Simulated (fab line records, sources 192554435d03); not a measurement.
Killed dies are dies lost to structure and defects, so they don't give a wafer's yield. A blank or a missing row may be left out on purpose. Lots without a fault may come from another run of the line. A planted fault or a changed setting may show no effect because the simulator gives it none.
fab line records | flow n5_finfet
record lots=24 wafers=72 last_day=17
route steps=1938 shown BEOL_M7@1296 BEOL_M8@1334
lots that met no fault: from a run of the same line without faults
start_h: hours from the record's first day to the start of the lot's first wafer shown | wait_h: hours since the lot's step before | " the same as in the row above | L1.1+2: a row that stands for several wafers | - no value, or no start given | * or withheld: withheld | < > ~ a bound
route shown NAME@n: a module of which the file shows steps, and the number in the route of the first | usual: mean/standard deviation of fault-free wafers | same: alike in all rows | chamber/n: place in a boat | sites: the reading at each site | _std_site: their standard deviation | _edge_site: outer sites' mean less inner sites' | radius_mm: how far each site lies from the wafer's centre | mask NAME#n: copy n | behind: the tool/chamber that last shaped the wafer | hold: why the lot was held/for how many hours/how that ended | device: the transistor (n, p or np) that didn't switch | end of line: the same wafers' tests at the end of the route | a step without rows: its recipe alone | killed: dies lost to structure and defects at the first sort, not the wafer's yield | map: a wafer's dies, x killed, . not, _ none there
set.NAME: the setting as run; set.NAME@STEP: as run at that earlier step | model.NAME: the simulator's own value behind a step, which no gauge read
steps of the route over a sample of lots; a table a step, a row a wafer
services: from which hour (start_h, from the record's first day; less than 0 if before it) a tool's chamber was out of use, for how many hours, and why
## steps
# step N5_BEOL_M7_CD_MEAS_28
# recipe target_cd_nm=40 landing_energy_ev=500 detector=se_inlens
# usual cd_nm=39.97/0.21
# columns lot.wafer tool chamber start_h wait_h cd_nm
L075.3 cd_sem-01 0 201.22 - 40.18
L075.4 " 0 " " 40.20
L075.6 " 0 " " 40.00
L077.4 cd_sem-03 0 201.39 - 39.73
L077.5 " 0 " " 39.88
L077.6 " 0 " " 39.90
L074.1 cd_sem-02 0 201.55 - 39.85
L074.4 " 0 " " 39.81
L074.5 " 0 " " 39.74
L076.3 cd_sem-02 0 203.63 - 39.91
L076.4 " 0 " " 40.09
L076.6 " 0 " " 39.92
L078.2 cd_sem-01 0 215.95 - 40.21
L078.4 " 0 " " 39.98
L078.5 " 0 " " 40.16
L079.2 cd_sem-02 0 222.16 - 39.79
L079.3 " 0 " " 39.74
L079.5 " 0 " " 40.28
L080.1 cd_sem-01 0 224.36 - 40.02
L080.4 " 0 " " 40.11
L080.6 " 0 " " 40.06
L081.1 cd_sem-01 0 226.92 - 40.06
L081.3 " 0 " " 39.98
L081.6 " 0 " " 40.32
L082.2 cd_sem-02 0 234.31 - 39.85
L082.3 " 0 " " 39.99
L082.5 " 0 " " 39.79
L083.1 cd_sem-01 0 249.40 - 40.12
L083.4 " 0 " " 40.12
L083.5 " 0 " " 40.11
L084.2 cd_sem-01 0 260.00 - 39.93
L084.4 " 0 " " 39.62
L084.6 " 0 " " 40.09
L085.2 cd_sem-01 0 263.17 - 39.78
L085.3 " 0 " " 39.78
L085.4 " 0 " " 40.15
L086.1 cd_sem-03 0 268.14 - 39.77
L086.3 " 0 " " 40.04
L086.5 " 0 " " 40.05
L088.1 cd_sem-02 0 268.58 - 40.02
L088.2 " 0 " " 39.84
L088.5 " 0 " " 40.20
L087.2 cd_sem-03 0 274.17 - 40.20
L087.4 " 0 " " 40.46
L087.5 " 0 " " 39.76
L089.3 cd_sem-01 0 282.15 - 40.01
L089.4 " 0 " " 39.79
L089.5 " 0 " " 39.99
L090.3 cd_sem-03 0 291.60 - 39.95
L090.4 " 0 " " 39.80
L090.5 " 0 " " 39.91
L091.1 cd_sem-01 0 294.10 - 40.01
L091.2 " 0 " " 40.08
L091.4 " 0 " " 39.71
L092.2 cd_sem-03 0 300.12 - 39.88
L092.4 " 0 " " 39.73
L092.5 " 0 " " 40.08
L093.1 cd_sem-01 0 310.76 - 40.15
L093.4 " 0 " " 40.36
L093.5 " 0 " " 40.10
L094.1 cd_sem-01 0 312.92 - 39.78
L094.2 " 0 " " 39.92
L094.3 " 0 " " 39.73
L095.2 cd_sem-02 0 331.08 - 40.27
L095.4 " 0 " " 40.15
L095.6 " 0 " " 40.00
L096.3 cd_sem-01 0 332.39 - 40.35
L096.4 " 0 " " 39.61
L096.5 " 0 " " 40.08
L097.4 cd_sem-01 0 337.05 - 40.26
L097.5 " 0 " " 40.12
L097.6 " 0 " " 40.33
# step N5_BEOL_M7_OVL_MEAS_29
# recipe points_per_wafer=522
# usual V6_OVL=-0.2/0.77
# columns lot.wafer tool chamber start_h wait_h V6_OVL[nm]
L075.3 overlay-02 0 201.26 0.0 -0.3
L075.4 " 0 " " -0.7
L075.6 " 0 " " -0.2
L077.4 overlay-01 0 201.43 0.0 1.0
L077.5 " 0 " " 0.5
L077.6 " 0 " " 0.7
L074.1 overlay-02 0 201.58 0.0 -0.1
L074.4 " 0 " " 0.1
L074.5 " 0 " " -0.1
L076.3 overlay-02 0 203.67 0.0 0.8
L076.4 " 0 " " 0.5
L076.6 " 0 " " 1.6
L078.2 overlay-01 0 215.98 0.0 -0.8
L078.4 " 0 " " -0.7
L078.5 " 0 " " -1.1
L079.2 overlay-01 0 222.19 0.0 -1.8
L079.3 " 0 " " -1.0
L079.5 " 0 " " -1.8
L080.1 overlay-01 0 224.39 0.0 -0.9
L080.4 " 0 " " -0.7
L080.6 " 0 " " -0.6
L081.1 overlay-02 0 226.95 0.0 -0.7
L081.3 " 0 " " -0.8
L081.6 " 0 " " -1.2
L082.2 overlay-01 0 234.35 0.0 -1.2
L082.3 " 0 " " 0.1
L082.5 " 0 " " -0.7
L083.1 overlay-01 0 249.43 0.0 0.3
L083.4 " 0 " " -1.2
L083.5 " 0 " " 0.7
L084.2 overlay-01 0 260.03 0.0 1.8
L084.4 " 0 " " 1.2
L084.6 " 0 " " 0.9
L085.2 overlay-02 0 263.21 0.0 -1.5
L085.3 " 0 " " -0.1
L085.4 " 0 " " -1.1
L086.1 overlay-01 0 268.17 0.0 -1.6
L086.3 " 0 " " -1.1
L086.5 " 0 " " -0.9
L088.1 overlay-01 0 268.61 0.0 0.1
L088.2 " 0 " " -0.3
L088.5 " 0 " " -0.5
L087.2 overlay-02 0 274.21 0.0 -0.6
L087.4 " 0 " " -1.3
L087.5 " 0 " " -1.3
L089.3 overlay-02 0 282.19 0.0 0.4
L089.4 " 0 " " 0.2
L089.5 " 0 " " 0.3
L090.3 overlay-02 0 291.64 0.0 -0.5
L090.4 " 0 " " 0.6
L090.5 " 0 " " -0.8
L091.1 overlay-01 0 294.13 0.0 0.2
L091.2 " 0 " " 0.0
L091.4 " 0 " " 0.4
L092.2 overlay-01 0 300.15 0.0 0.1
L092.4 " 0 " " 0.2
L092.5 " 0 " " -0.4
L093.1 overlay-01 0 310.79 0.0 0.6
L093.4 " 0 " " 0.8
L093.5 " 0 " " -0.4
L094.1 overlay-01 0 312.95 0.0 1.9
L094.2 " 0 " " 1.3
L094.3 " 0 " " 0.4
L095.2 overlay-02 0 331.12 0.0 0.2
L095.4 " 0 " " 0.8
L095.6 " 0 " " -0.4
L096.3 overlay-02 0 332.43 0.0 -0.5
L096.4 " 0 " " -0.4
L096.5 " 0 " " -0.4
L097.4 overlay-02 0 337.09 0.0 -0.8
L097.5 " 0 " " -0.7
L097.6 " 0 " " -0.3
# step N5_BEOL_M7_ETCH_65
# recipe chemistry=CF4 target=SiARC target_depth_a=156 mask_material=CAR-EUV time_s=26 ion_energy_ev=80 pressure_mtorr=40 source_w=545 bias_w=36 Ar_flow_sccm=100 cf4_flow_sccm=100 ends=cleared
# usual bias_w=35.99/0.1 cf4_flow_sccm=100.02/0.29 drypump_motor_current_A=5.8/0.51 etch_rf_on_time_s=25.9/0.41 oes_product_au=0.67/0.065 rf_vpp_V=184.5/1.1 showerhead_plenum_p_Torr=2.18/0.064 throttle_valve_pct=15.56/0.28
# columns lot.wafer tool chamber start_h wait_h bias_w cf4_flow_sccm drypump_motor_current_A etch_rf_on_time_s oes_product_au rf_hours_counter_h rf_vpp_V showerhead_plenum_p_Torr throttle_valve_pct
L075.3 rie_diel-06 2 201.39 0.0 36.14 100.34 6.3 26.5 0.60 204 184.1 2.04 16.12
L075.4 " 3 " " 36.07 99.55 6.2 25.7 0.77 28 183.9 2.18 15.02
L075.6 " 1 " " 35.87 99.73 5.9 25.6 0.78 - 185.2 2.18 15.29
L077.4 rie_diel-03 2 201.56 0.0 36.07 99.82 6.0 26.0 0.62 196 183.9 2.21 15.70
L077.5 " 1 " " 35.97 100.14 5.9 26.5 0.62 - 185.6 2.22 15.73
L077.6 " 0 " " 35.93 100.18 5.3 26.3 0.62 - 184.7 2.21 15.34
L074.1 rie_diel-01 0 201.73 0.0 36.14 99.79 6.7 26.1 0.64 175 185.8 2.22 15.58
L074.4 " 1 " " 35.93 100.30 5.0 25.6 0.73 40 185.5 2.26 15.46
L074.5 " 1 " " 35.91 99.80 5.0 25.7 0.73 - 185.4 2.26 15.46
L076.3 rie_diel-03 1 203.95 0.0 35.97 100.22 5.9 26.3 0.63 - 185.4 2.22 15.72
L076.4 " 2 " " 35.91 100.26 6.0 25.9 0.62 - 183.2 2.21 15.69
L076.6 " 2 " " 36.11 100.56 6.0 26.1 0.62 - 185.4 2.21 15.69
L078.2 rie_diel-01 3 216.13 0.0 35.86 100.06 5.7 25.9 0.70 73 183.9 2.08 15.39
L078.4 " 1 " " 35.94 99.61 5.0 25.5 0.74 44 186.4 2.26 15.46
L078.5 " 0 " " 35.92 99.71 6.7 26.1 0.63 - 185.0 2.22 15.58
L079.2 rie_diel-01 1 222.54 0.0 35.74 99.98 5.0 25.3 0.73 46 185.4 2.26 15.48
L079.3 " 2 " " 36.02 99.74 5.4 25.7 0.58 240 184.4 2.20 15.83
L079.5 " 1 " " 35.96 99.59 5.0 25.2 0.74 - 186.2 2.26 15.46
L080.1 rie_diel-03 0 224.53 0.0 36.03 99.25 5.3 26.5 0.61 186 185.6 2.21 15.36
L080.4 " 1 " " 36.11 99.60 5.9 26.7 0.62 - 184.2 2.21 15.75
L080.6 " 2 " " 36.02 100.20 6.0 26.2 0.60 - 184.7 2.21 15.72
L081.1 rie_diel-03 1 227.09 0.0 36.08 100.02 5.9 26.1 0.62 202 184.2 2.21 15.75
L081.3 " 2 " " 36.16 99.79 6.0 25.9 0.61 208 184.3 2.21 15.73
L081.6 " 2 " " 35.98 100.05 6.0 25.8 0.61 - 184.8 2.21 15.73
L082.2 rie_diel-06 2 234.49 0.0 35.85 99.55 6.4 26.7 0.59 216 181.6 2.04 16.15
L082.3 " 0 " " 36.07 99.65 5.0 25.5 0.73 66 184.3 2.25 15.42
L082.5 " 3 " " 35.90 99.76 6.2 25.7 0.76 - 184.9 2.18 15.05
L083.1 rie_diel-01 1 249.58 0.0 36.11 99.99 5.0 25.2 0.73 54 185.6 2.26 15.49
L083.4 " 2 " " 35.96 99.96 5.4 25.9 0.58 249 184.4 2.19 15.83
L083.5 " 3 " " 35.86 100.09 5.7 25.9 0.69 - 182.8 2.08 15.42
L084.2 rie_diel-01 0 260.17 0.0 35.85 100.35 6.7 26.1 0.63 192 184.7 2.21 15.62
L084.4 " 3 " " 36.02 100.32 5.7 25.6 0.70 - 183.1 2.08 15.43
L084.6 " 1 " " 35.86 99.88 5.0 25.3 0.72 - 186.8 2.26 15.49
L085.2 rie_diel-06 2 263.36 0.0 35.91 100.31 6.4 26.0 0.60 226 183.0 2.04 16.17
L085.3 " 1 " " 36.00 100.07 5.9 25.3 0.76 33 184.9 2.18 15.33
L085.4 " 3 " " 36.28 100.57 6.2 25.6 0.75 48 183.5 2.17 15.05
L086.1 rie_diel-01 1 268.34 0.0 35.95 99.95 5.0 25.6 0.71 62 185.8 2.26 15.49
L086.3 " 0 " " 35.75 100.22 6.7 26.2 0.62 197 183.9 2.21 15.61
L086.5 " 0 " " 35.89 100.17 6.7 26.1 0.62 - 184.4 2.21 15.63
L088.1 rie_diel-03 1 268.75 0.0 36.04 99.87 5.9 26.1 0.61 216 184.9 2.21 15.77
L088.2 " 0 " " 36.10 100.22 5.3 26.3 0.60 204 184.9 2.20 15.38
L088.5 " 1 " " 35.86 100.43 5.9 26.2 0.61 - 185.9 2.21 15.78
L087.2 rie_diel-03 3 274.34 0.0 35.86 99.94 5.7 26.0 0.75 32 184.2 2.18 15.44
L087.4 " 1 " " 36.03 100.46 5.9 26.3 0.61 218 184.5 2.21 15.79
L087.5 " 3 " " 35.98 100.26 5.7 25.8 0.76 - 185.0 2.18 15.45
L089.3 rie_diel-06 3 282.32 0.0 35.94 100.40 6.2 25.5 0.74 55 184.0 2.17 15.08
L089.4 " 1 " " 36.04 100.14 5.9 25.4 0.75 40 184.7 2.18 15.33
L089.5 " 3 " " 35.91 100.11 6.2 25.6 0.74 - 183.3 2.17 15.06
L090.3 rie_diel-06 1 292.23 0.0 35.92 99.88 5.9 25.6 0.75 44 184.8 2.17 15.33
L090.4 " 0 " " 35.93 100.14 5.0 25.9 0.70 86 185.0 2.25 15.47
L090.5 " 1 " " 35.88 100.60 5.9 25.7 0.75 - 185.2 2.18 15.34
L091.1 rie_diel-03 3 294.28 0.0 36.16 99.93 5.7 25.9 0.74 38 184.4 2.18 15.47
L091.2 " 2 " " 36.00 99.64 6.0 26.3 0.59 233 184.6 2.20 15.77
L091.4 " 0 " " 36.03 99.95 5.2 26.1 0.60 211 185.4 2.20 15.41
L092.2 rie_diel-03 1 300.29 0.0 36.02 100.22 5.9 26.3 0.60 226 185.4 2.20 15.80
L092.4 " 0 " " 36.00 100.04 5.3 26.4 0.60 214 185.1 2.20 15.38
L092.5 " 0 " " 36.12 100.00 5.3 26.6 0.60 - 182.4 2.20 15.39
L093.1 rie_diel-06 3 310.94 0.0 35.89 100.09 6.2 25.9 0.73 63 183.8 2.17 15.08
L093.4 " 1 " " 36.16 99.57 5.9 25.7 0.74 49 184.6 2.17 15.34
L093.5 " 2 " " 35.97 99.81 6.4 26.8 0.58 - 182.4 2.03 16.19
L094.1 rie_diel-06 0 313.09 0.0 36.14 100.46 5.0 25.7 0.69 92 185.3 2.24 15.47
L094.2 " 2 " " 36.08 100.04 6.4 26.6 0.58 241 183.7 2.03 16.20
L094.3 " 1 " " 35.88 99.95 5.9 25.5 0.74 49 184.5 2.17 15.36
L095.2 rie_diel-06 3 331.25 0.0 36.00 100.23 6.1 25.4 0.72 69 186.4 2.17 15.11
L095.4 " 0 " " 35.88 99.78 5.0 25.5 0.69 98 186.3 2.24 15.48
L095.6 " 1 " " 35.96 100.57 5.9 25.3 0.74 - 184.7 2.17 15.35
L096.3 rie_diel-03 3 332.64 0.0 36.01 100.06 5.7 25.9 0.73 50 184.9 2.18 15.49
L096.4 " 2 " " 36.08 100.79 6.0 25.8 0.60 244 184.2 2.19 15.79
L096.5 " 0 " " 36.15 100.42 5.3 26.3 0.60 - 183.9 2.20 15.39
L097.4 rie_diel-01 0 337.22 0.0 35.93 100.09 6.7 25.6 0.62 220 183.3 2.20 15.67
L097.5 " 2 " " 36.13 99.92 5.4 24.8 0.79 - 184.3 2.19 15.41
L097.6 " 3 " " 36.09 100.51 5.7 25.5 0.68 - 182.7 2.07 15.46
# step N5_BEOL_M7_DEGAS_44
# recipe ambient=vacuum temp_c=250 time_s=60
# usual heater_power_w=365/34 susceptor_temp_C=250.01/0.18
# columns lot.wafer tool chamber start_h wait_h heater_power_w susceptor_temp_C
L075.3 pvd_sputter-01 - 202.64 0.4 336 250.00
L075.4 " - " " 404 250.00
L075.6 " - " " 331 250.15
L077.4 pvd_sputter-01 - 202.72 0.4 329 250.40
L077.5 " - " " 329 250.03
L077.6 " - " " 370 249.97
L074.1 pvd_sputter-01 - 202.80 0.4 339 249.87
L074.4 " - " " 395 250.24
L074.5 " - " " 338 250.25
L076.3 pvd_sputter-01 - 205.60 0.6 327 250.27
L076.4 " - " " 414 249.88
L076.6 " - " " 339 250.17
L078.2 pvd_sputter-01 - 218.01 1.2 335 250.24
L078.4 " - " " 374 250.05
L078.5 " - " " 370 250.21
L079.2 pvd_sputter-03 - 223.53 0.2 347 249.95
L079.3 " - " " 323 249.88
L079.5 " - " " 392 249.90
L080.1 pvd_sputter-01 - 225.46 0.3 334 250.09
L080.4 " - " " 399 250.00
L080.6 " - " " 331 250.02
L081.1 pvd_sputter-02 - 228.27 0.5 374 249.87
L081.3 " - " " 345 250.04
L081.6 " - " " 345 249.97
L082.2 pvd_sputter-03 - 235.55 0.3 357 250.13
L082.3 " - " " 320 249.99
L082.5 " - " " 357 249.80
L083.1 pvd_sputter-03 - 250.53 0.3 353 249.71
L083.4 " - " " 334 249.96
L083.5 " - " " 353 250.03
L084.2 pvd_sputter-01 - 261.40 0.3 338 249.59
L084.4 " - " " 382 249.83
L084.6 " - " " 331 250.03
L085.2 pvd_sputter-02 - 266.27 2.2 373 250.29
L085.3 " - " " 343 249.84
L085.4 " - " " 444 249.79
L086.1 pvd_sputter-02 - 270.21 1.2 353 250.05
L086.3 " - " " 336 249.90
L086.5 " - " " 436 249.93
L088.1 pvd_sputter-02 - 270.75 1.4 374 249.97
L088.2 " - " " 435 250.08
L088.5 " - " " 446 249.95
L087.2 pvd_sputter-03 - 275.53 0.5 360 250.41
L087.4 " - " " 408 250.34
L087.5 " - " " 356 250.10
L089.3 pvd_sputter-01 - 283.24 0.2 340 249.86
L089.4 " - " " 369 250.23
L089.5 " - " " 322 250.12
L090.3 pvd_sputter-02 - 294.57 1.6 350 250.05
L090.4 " - " " 375 249.96
L090.5 " - " " 354 249.96
L091.1 pvd_sputter-02 - 295.29 0.4 375 249.76
L091.2 " - " " 451 250.23
L091.4 " - " " 354 249.86
L092.2 pvd_sputter-02 - 301.37 0.4 357 249.87
L092.4 " - " " 377 250.12
L092.5 " - " " 448 250.06
L093.1 pvd_sputter-03 - 312.37 0.8 354 249.81
L093.4 " - " " 329 249.96
L093.5 " - " " 329 249.75
L094.1 pvd_sputter-01 - 314.35 0.5 355 249.60
L094.2 " - " " 335 250.32
L094.3 " - " " 336 250.00
L095.2 pvd_sputter-03 - 332.51 0.5 362 249.65
L095.4 " - " " 338 250.26
L095.6 " - " " 398 250.01
L096.3 pvd_sputter-01 - 333.59 0.2 372 249.77
L096.4 " - " " 340 249.98
L096.5 " - " " 331 249.90
L097.4 pvd_sputter-03 - 338.43 0.2 402 250.11
L097.5 " - " " 352 250.32
L097.6 " - " " 320 249.85
# step N5_BEOL_M8_THK_MEAS_01
# recipe reads=SiCOH_lowk_of_BEOL_M8_ILD_DEP_00
# usual M8_ILD_THK=154.7/1.8
# columns lot.wafer tool chamber start_h wait_h M8_ILD_THK[nm]
L075.3 film_metro-01 - 205.54 0.3 154.8
L075.4 " - " " 155.9
L075.6 " - " " 154.7
L077.4 film_metro-02 - 205.69 0.2 159.2
L077.5 " - " " 158.0
L077.6 " - " " 157.7
L074.1 film_metro-02 - 206.32 0.8 152.0
L074.4 " - " " 154.9
L074.5 " - " " 155.4
L076.3 film_metro-02 - 208.74 0.3 157.0
L076.4 " - " " 156.9
L076.6 " - " " 156.5
L078.2 film_metro-01 - 220.65 0.4 153.5
L078.4 " - " " 155.9
L078.5 " - " " 155.9
L079.2 film_metro-02 - 227.18 0.4 152.3
L079.3 " - " " 155.7
L079.5 " - " " 154.9
L080.1 film_metro-02 - 228.53 0.8 155.7
L080.4 " - " " 158.8
L080.6 " - " " 156.4
L081.1 film_metro-01 - 230.50 0.4 153.5
L081.3 " - " " 152.4
L081.6 " - " " 154.7
L082.2 film_metro-01 - 238.40 0.4 154.1
L082.3 " - " " 152.9
L082.5 " - " " 154.8
L083.1 film_metro-01 - 253.25 0.4 153.9
L083.4 " - " " 156.9
L083.5 " - " " 155.2
L084.2 film_metro-01 - 263.93 0.4 153.2
L084.4 " - " " 155.3
L084.6 " - " " 153.8
L085.2 film_metro-02 - 268.85 0.4 153.7
L085.3 " - " " 153.2
L085.4 " - " " 153.9
L086.1 film_metro-02 - 272.81 0.4 153.7
L086.3 " - " " 154.4
L086.5 " - " " 154.5
L088.1 film_metro-01 - 273.23 0.4 151.9
L088.2 " - " " 152.3
L088.5 " - " " 155.4
L087.2 film_metro-02 - 278.36 0.4 151.4
L087.4 " - " " 151.4
L087.5 " - " " 154.0
L089.3 film_metro-02 - 285.79 0.3 155.1
L089.4 " - " " 155.4
L089.5 " - " " 157.9
L090.3 film_metro-01 - 297.22 0.3 154.5
L090.4 " - " " 158.5
L090.5 " - " " 154.6
L091.1 film_metro-01 - 297.79 0.4 154.0
L091.2 " - " " 150.8
L091.4 " - " " 155.1
L092.2 film_metro-01 - 303.76 0.4 153.4
L092.4 " - " " 155.9
L092.5 " - " " 159.0
L093.1 film_metro-01 - 314.90 0.4 152.8
L093.4 " - " " 156.6
L093.5 " - " " 158.2
L094.1 film_metro-02 - 316.77 0.4 152.4
L094.2 " - " " 153.8
L094.3 " - " " 151.8
L095.2 film_metro-01 - 335.70 0.7 152.4
L095.4 " - " " 155.6
L095.6 " - " " 156.8
L096.3 film_metro-01 - 336.39 0.3 154.3
L096.4 " - " " 157.0
L096.5 " - " " 157.0
L097.4 film_metro-02 - 341.14 0.2 156.6
L097.5 " - " " 155.8
L097.6 " - " " 158.0
# step N5_BEOL_M8_DESCUM_16
# recipe chemistry=O2 time_s=7.9 source_power_w=50 bias_power_w=20 pressure_mtorr=20 rf_frequency_hz=2.712e+07 temp_c=40 resist=CAR-ArF o2_flow_sccm=225
# usual drypump_motor_current_A=5.7/0.41 oes_product_au=0.81/0.069 rf_vpp_V=243.3/1.4 showerhead_plenum_p_Torr=2.10/0.081 throttle_valve_pct=20.39/0.21
# columns lot.wafer tool chamber start_h wait_h drypump_motor_current_A oes_product_au rf_hours_counter_h rf_vpp_V showerhead_plenum_p_Torr throttle_valve_pct
L075.3 rie_diel-02 3 206.53 0.0 5.3 0.81 81 243.2 2.12 20.39
L075.4 " 2 " " 5.6 0.89 - 243.6 2.22 20.48
L075.6 " 3 " " 5.4 0.81 - 244.4 2.12 20.38
L077.4 rie_diel-02 3 206.91 0.0 5.3 0.81 - 242.7 2.12 20.39
L077.5 " 2 " " 5.6 0.89 - 247.5 2.22 20.48
L077.6 " 1 " " 5.9 0.71 - 241.7 1.99 20.46
L074.1 rie_diel-05 1 207.06 0.0 5.9 0.83 77 243.7 2.12 20.06
L074.4 " 0 " " 5.7 0.77 137 244.3 2.17 20.43
L074.5 " 3 " " 5.7 0.85 - 243.1 2.04 20.58
L076.3 rie_diel-04 1 210.66 0.6 5.8 0.81 88 242.8 2.04 20.61
L076.4 " 0 " " 5.0 0.70 229 241.9 1.98 20.49
L076.6 " 2 " " 6.0 0.87 - 243.3 2.12 20.04
L078.2 rie_diel-02 1 221.69 0.1 5.9 0.71 205 241.5 1.98 20.47
L078.4 " 1 " " 5.9 0.70 - 241.7 1.98 20.46
L078.5 " 2 " " 5.6 0.89 - 244.6 2.21 20.50
L079.2 rie_diel-04 0 228.78 0.2 5.0 0.70 236 240.4 1.98 20.51
L079.3 " 2 " " 6.0 0.86 61 242.8 2.12 20.04
L079.5 " 0 " " 5.0 0.69 - 242.3 1.98 20.52
L080.1 rie_diel-02 1 229.39 0.2 5.9 0.71 210 241.4 1.98 20.49
L080.4 " 3 " " 5.4 0.81 - 243.0 2.12 20.39
L080.6 " 1 " " 5.9 0.70 - 243.4 1.98 20.48
L081.1 rie_diel-05 2 233.14 0.1 5.8 0.91 18 244.0 2.06 20.19
L081.3 " 3 " " 5.6 0.85 50 242.6 2.03 20.59
L081.6 " 0 " " 5.7 0.76 - 245.7 2.17 20.44
L082.2 rie_diel-02 1 240.06 0.0 5.9 0.70 215 241.3 1.98 20.50
L082.3 " 3 " " 5.3 0.80 96 243.0 2.12 20.39
L082.5 " 0 " " 6.8 0.97 - 244.7 2.24 19.88
L083.1 rie_diel-02 0 256.96 0.0 6.8 0.94 9 245.3 2.24 19.92
L083.4 " 1 " " 5.9 0.69 222 241.7 1.98 20.47
L083.5 " 2 " " 5.6 0.87 - 245.5 2.21 20.52
L084.2 rie_diel-04 1 267.07 0.1 5.9 0.78 110 242.2 2.03 20.64
L084.4 " 2 " " 6.0 0.85 75 243.3 2.11 20.07
L084.6 " 3 " " 5.0 0.81 - 242.8 2.12 20.51
L085.2 rie_diel-05 3 270.88 0.2 5.7 0.83 63 242.8 2.03 20.61
L085.3 " 2 " " 5.8 0.88 32 242.6 2.05 20.22
L085.4 " 1 " " 5.9 0.79 100 243.6 2.11 20.08
L086.1 rie_diel-04 1 275.44 0.0 5.8 0.79 114 241.8 2.03 20.65
L086.3 " 3 " " 5.0 0.80 95 244.1 2.11 20.51
L086.5 " 2 " " 6.0 0.84 - 244.5 2.11 20.08
L088.1 rie_diel-05 0 275.64 0.0 5.7 0.75 162 245.3 2.16 20.48
L088.2 " 1 " " 5.9 0.79 102 244.1 2.11 20.07
L088.5 " 0 " " 5.7 0.74 - 244.6 2.16 20.47
L087.2 rie_diel-05 1 280.62 0.0 5.9 0.79 103 241.9 2.11 20.09
L087.4 " 2 " " 5.8 0.88 35 242.1 2.05 20.25
L087.5 " 0 " " 5.7 0.73 - 243.9 2.16 20.49
L089.3 rie_diel-04 2 286.89 0.1 6.0 0.84 82 243.4 2.11 20.07
L089.4 " 1 " " 5.8 0.78 - 241.8 2.03 20.66
L089.5 " 2 " " 6.0 0.84 - 243.2 2.11 20.09
L090.3 rie_diel-04 1 298.09 0.0 5.8 0.78 122 242.7 2.03 20.66
L090.4 " 3 " " 5.0 0.80 102 243.2 2.11 20.51
L090.5 " 1 " " 5.8 0.77 - 242.3 2.03 20.66
L091.1 rie_diel-04 3 298.57 0.0 5.0 0.80 103 243.5 2.11 20.52
L091.2 " 0 " " 5.0 0.98 2 244.9 2.24 20.15
L091.4 " 2 " " 6.0 0.84 87 242.0 2.11 20.08
L092.2 rie_diel-02 0 305.92 0.4 6.8 0.90 27 244.1 2.23 19.94
L092.4 " 2 " " 5.6 0.84 88 244.0 2.20 20.56
L092.5 " 3 " " 5.3 0.76 - 243.6 2.11 20.44
L093.1 rie_diel-02 3 316.02 0.0 5.3 0.77 125 243.8 2.11 20.45
L093.4 " 2 " " 5.6 0.84 92 246.0 2.20 20.54
L093.5 " 1 " " 5.9 0.68 - 240.2 1.97 20.54
L094.1 rie_diel-02 3 320.02 0.2 5.3 0.77 125 243.2 2.11 20.45
L094.2 " 0 " " 6.8 0.89 31 246.3 2.23 19.95
L094.3 " 1 " " 5.9 0.68 244 242.8 1.97 20.52
L095.2 rie_diel-05 2 336.39 0.0 5.8 0.85 53 243.6 2.05 20.26
L095.4 " 3 " " 5.6 0.80 87 243.3 2.02 20.66
L095.6 " 1 " " 5.9 0.79 - 242.6 2.11 20.11
L096.3 rie_diel-05 3 338.59 0.6 5.6 0.80 88 242.2 2.02 20.66
L096.4 " 1 " " 5.9 0.78 123 242.8 2.11 20.11
L096.5 " 2 " " 5.8 0.85 - 242.2 2.05 20.26
L097.4 rie_diel-02 0 341.71 0.0 6.8 0.87 - 245.4 2.22 19.96
L097.5 " 2 " " 5.6 0.83 - 244.5 2.20 20.57
L097.6 " 3 " " 5.3 0.77 - 242.8 2.11 20.47
## services
# columns tool chamber start_h hours kind
rie_diel-06 2 178.70 3.8 repair
rie_diel-01 0 184.02 9.1 repair
rie_diel-01 2 185.47 12.7 repair
rie_diel-02 - 192.50 0.7 repair
rie_diel-04 1 193.71 6.3 repair
rie_diel-03 3 194.87 4.1 repair
rie_diel-02 0 201.88 9.7 repair
rie_diel-03 3 202.36 63.7 repair
rie_diel-02 0 215.95 - clean
rie_diel-02 0 215.95 - consumable_replace:focus_ring
rie_diel-02 0 215.95 - consumable_replace:showerhead
rie_diel-02 0 215.95 21.3 scheduled_down
rie_diel-02 0 215.95 21.3 vent_cycle
rie_diel-06 1 228.58 18.5 repair
rie_diel-04 0 233.87 4.2 repair
rie_diel-04 2 248.81 4.0 repair
rie_diel-03 1 262.53 4.8 repair
rie_diel-01 3 277.69 5.4 repair
rie_diel-04 1 302.10 15.4 repair
rie_diel-03 - 328.19 2.8 pm
rie_diel-02 1 334.44 8.8 repair
rie_diel-06 2 340.52 - clean
rie_diel-06 2 340.52 - consumable_replace:focus_ring
rie_diel-06 2 340.52 - consumable_replace:showerhead
## key
fault none
